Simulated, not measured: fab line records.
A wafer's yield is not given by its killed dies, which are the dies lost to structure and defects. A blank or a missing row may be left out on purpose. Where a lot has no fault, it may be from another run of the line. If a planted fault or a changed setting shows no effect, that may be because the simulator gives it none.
Chamber matching    flow nand_harc    NHARC_A_CONTACT_ETCH_90 on rie_diel-07: 4 sister chambers
The step etches the open film in CH3F/O2, target depth 40 nm, time 85.7 s. 4 wafers are shown with their chamber, then 12 later ones without.

== EACH WAFER AND ITS CHAMBER ==
wafer   chamber  showerhead_plenum_p_Torr (Torr)
L090.2  2        2.31
L089.3  0        2.55
L088.4  1        2.40
L088.5  3        2.47

== WAFERS MISSING THEIR CHAMBER ==
wafer   showerhead_plenum_p_Torr (Torr)
L094.1  2.46
L094.2  2.55
L094.4  2.40
L095.1  2.40
L095.3  2.46
L095.4  2.55
L097.2  2.31
L097.4  2.40
L097.5  2.46
L096.2  2.55
L096.5  2.31
L096.6  2.40

== CHAMBER TAKEN BY EACH ==
wafer   from the rows above  in truth
L094.1  3                    3
L094.2  0                    0
L094.4  1                    1
L095.1  1                    1
L095.3  3                    3
L095.4  0                    0
L097.2  2                    2
L097.4  1                    1
L097.5  3                    3
L096.2  0                    0
L096.5  2                    2
L096.6  1                    1
Correctly placed: 12 of 12. From these rows, 0 cannot be placed. Placed wrongly: 0.
How it was worked out, from the rows above alone: a wafer's distance from a chamber is the root of the sum, over the readings, of the square of ((its reading less the chamber's mean) divided by the reading's scatter). If the next closest chamber is less than 2 further off than the closest, the wafer can't be placed; otherwise it belongs to the closest. Each chamber's mean is taken over the wafers shown for it. The scatter (one wafer shown for each chamber): square how far every hidden wafer sits from the nearest shown wafer, average those squares and take the square root.
